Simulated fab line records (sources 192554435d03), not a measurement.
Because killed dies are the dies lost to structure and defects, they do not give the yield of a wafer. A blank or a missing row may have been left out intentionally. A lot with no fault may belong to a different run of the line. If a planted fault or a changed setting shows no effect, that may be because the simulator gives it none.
Chamber matching ; flow n5-finfet ; rie-diel-06 running N5_BEOL_M0_CUTY_ETCH_63: 4 sister chambers
The step etches SOC in N2/H2, target depth 82.7 nm, overetch 16.5 nm, time 124 s. 18 wafers are shown with their chamber, then 9 later ones without.

== WAFERS, EACH WITH ITS CHAMBER ==
wafer;chamber;throttle-valve-pct (%);showerhead-plenum-p-Torr (Torr);drypump-motor-current-A (A)
L076.1;3;17.9;2.47;5.6
L076.3;0;17.5;2.70;5.7
L076.5;3;17.9;2.47;5.6
L078.1;1;17.4;2.49;6.2
L078.3;0;17.5;2.70;5.7
L078.5;3;17.9;2.47;5.6
L079.1;1;17.4;2.49;6.3
L079.2;3;17.9;2.47;5.6
L079.4;2;18.4;2.63;5.6
L082.1;1;17.4;2.49;6.3
L082.4;0;17.6;2.69;5.8
L082.6;3;17.9;2.47;5.5
L085.2;0;17.6;2.69;5.8
L085.3;1;17.4;2.48;6.3
L085.6;1;17.4;2.48;6.3
L086.3;3;17.9;2.46;5.5
L086.4;2;18.4;2.63;5.6
L086.6;0;17.6;2.69;5.7

SIGNATURES, as means of the wafers listed above
reading;chamber 0;chamber 1;chamber 2;chamber 3;scatter within a chamber
throttle-valve-pct;17.560;17.400;18.400;17.900;0.0293
showerhead-plenum-p-Torr;2.6940;2.4860;2.6300;2.4683;0.00481
drypump-motor-current-A;5.740;6.280;5.600;5.567;0.0488
Rule: for a wafer and a chamber, the distance is found by dividing, reading by reading, the gap between the wafer's reading and the chamber's mean by the reading's scatter, squaring, summing and taking the root. If the next closest chamber is less than 2 further off than the closest, the wafer can't be placed; otherwise it belongs to the closest. The scatter is the square root of a quotient: the sum, over the shown wafers, of each reading's squared deviation from its chamber's mean, divided by wafers minus chambers.

== WAFERS WITH NO CHAMBER GIVEN ==
wafer;throttle-valve-pct (%);showerhead-plenum-p-Torr (Torr);drypump-motor-current-A (A)
L087.1;17.4;2.48;6.3
L087.2;18.4;2.63;5.5
L087.5;17.6;2.69;5.7
L089.1;17.4;2.48;6.3
L089.3;18.4;2.62;5.6
L089.4;17.9;2.46;5.6
L097.2;17.6;2.68;5.7
L097.4;18.4;2.62;5.5
L097.5;18.4;2.62;5.6

== WHICH CHAMBER EACH WENT THROUGH ==
wafer;from the rows above;in truth
L087.1;1;1
L087.2;2;2
L087.5;0;0
L089.1;1;1
L089.3;2;2
L089.4;3;3
L097.2;0;0
L097.4;2;2
L097.5;2;2
Correctly placed: 9 of 9. Can't be placed from these rows: 0. 0 placed wrongly.
